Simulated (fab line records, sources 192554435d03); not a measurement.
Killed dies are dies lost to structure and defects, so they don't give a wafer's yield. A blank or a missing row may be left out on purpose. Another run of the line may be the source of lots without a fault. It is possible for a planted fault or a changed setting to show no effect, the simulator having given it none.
Chamber matching    flow n5 finfet    N5_FIN_SAQP_SPACER2_ALD_28 on ald sin-01 has 4 sister chambers
The step deposits SiO2, target thk 8.1 nm, pulse time 1 s, purge time 2 s. 27 wafers are shown with their chamber, then 12 later ones without.

## WAFERS, EACH WITH ITS CHAMBER
wafer   chamber  heater power w (W)  precursor pulse height rel
L074.1  0        447                 1.022
L074.4  2        468                 0.952
L074.5  1        549                 1.009
L079.3  3        412                 1.010
L079.4  2        475                 1.037
L079.6  3        408                 1.013
L080.3  1        535                 1.010
L080.5  0        454                 0.956
L080.6  3        410                 0.944
L082.2  0        460                 0.995
L082.4  2        467                 1.035
L082.6  3        408                 0.985
L084.2  2        488                 0.988
L084.4  3        404                 1.034
L084.5  1        534                 0.985
L087.1  2        473                 0.978
L087.3  3        406                 0.996
L087.6  0        457                 1.017
L088.1  2        485                 1.011
L088.4  3        407                 1.003
L088.6  1        539                 0.995
L092.1  1        544                 1.006
L092.2  0        455                 1.011
L092.4  2        499                 0.977
L093.1  2        483                 0.978
L093.3  1        540                 0.996
L093.4  0        452                 0.989

SIGNATURES (averages over the wafers above)
reading                     chamber 0  chamber 1  chamber 2  chamber 3  scatter within a chamber
heater power w              454.17     540.17     479.75     407.86     7.05
precursor pulse height rel  0.99833    1.00017    0.99450    0.99786    0.0252
Rule: for a wafer and a chamber, the distance is found by dividing, reading by reading, the gap between the wafer's reading and the chamber's mean by the reading's scatter, squaring, summing and taking the root. If the next closest chamber is less than 2 further off than the closest, the wafer can't be placed; otherwise it belongs to the closest. How the scatter is found: for the shown wafers, subtract from each reading the mean of its chamber, square and add these, divide the total by (wafers less chambers), then take the root.

## WAFERS WHOSE CHAMBER IS MISSING
wafer   heater power w (W)  precursor pulse height rel
L094.1  547                 0.964
L094.5  463                 1.001
L094.6  544                 0.975
L095.3  445                 1.002
L095.4  483                 0.994
L095.6  406                 0.993
L096.1  480                 0.998
L096.4  414                 0.978
L096.5  402                 1.004
L097.1  483                 0.995
L097.3  465                 1.009
L097.5  458                 1.008

## WHICH CHAMBER EACH ONE RAN IN
wafer   from the rows above      in truth
L094.1  1                        1
L094.5  can't be placed: 0 or 2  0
L094.6  1                        1
L095.3  0                        0
L095.4  2                        2
L095.6  3                        3
L096.1  2                        2
L096.4  3                        3
L096.5  3                        3
L097.1  2                        2
L097.3  can't be placed: 0 or 2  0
L097.5  0                        0
Correct placement for 10 of the 12. These rows do not allow placing 2 (true chamber among the candidates in 2). Placed wrongly: 0.
